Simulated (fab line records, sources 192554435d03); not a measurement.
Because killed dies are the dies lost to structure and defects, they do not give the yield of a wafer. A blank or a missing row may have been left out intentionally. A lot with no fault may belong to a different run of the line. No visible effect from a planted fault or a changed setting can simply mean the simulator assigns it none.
Which tool is to blame? ; flow n5_finfet ; 29 wafers sampled from 10 lots at 1 step of a route of 1938

WHAT THE GAUGES SHOWED, per wafer
N5_SD_EPI_P_EPI_MEAS_23.
lot;measured;on;thk_nm (nm)
L111;day 4 00:14;film_metro-01;60.0 60.5 61.0
L115;day 4 23:53;film_metro-02;58.4 62.0 60.4
L116;day 5 04:03;film_metro-01;61.1 60.7 60.6
L117;day 5 12:38;film_metro-02;61.1 61.0 62.8
L118;day 5 21:33;film_metro-02;62.8 59.9
L119;day 6 02:03;film_metro-02;60.7 60.8 62.9
L121;day 6 17:02;film_metro-01;59.8 59.6 61.5
L124;day 7 09:02;film_metro-02;60.2 61.2 61.8
L129;day 8 09:06;film_metro-02;60.3 60.8 60.3
L130;day 8 16:43;film_metro-02;61.0 60.3 60.7

EACH LOT AND THE TOOL THAT RAN IT (in order: tool; ch and the chambers of the sampled wafers; start)
The record holds no process step before these readings.

THE ANSWER, worked out from the rows above alone
Rule: what is usual is taken from the lots themselves. The widest of any qualifying gaps counts: lots, ordered by their means at a reading, are off when they make up no more than a third of the lots, leave a main group of 4 or more, and stand apart from it by 3 or more times the standard deviation of that group's means. If all means in a main group match to the digits the tables above print for the reading, that group is not used. Also off: a lot with no number at a reading for which 4 or more lots have one. Any other lot the step has rows for is counted as sound.
No lot is off at any reading shown: from this, nothing can be told.

WHAT THE SIMULATOR HAD PUT IN
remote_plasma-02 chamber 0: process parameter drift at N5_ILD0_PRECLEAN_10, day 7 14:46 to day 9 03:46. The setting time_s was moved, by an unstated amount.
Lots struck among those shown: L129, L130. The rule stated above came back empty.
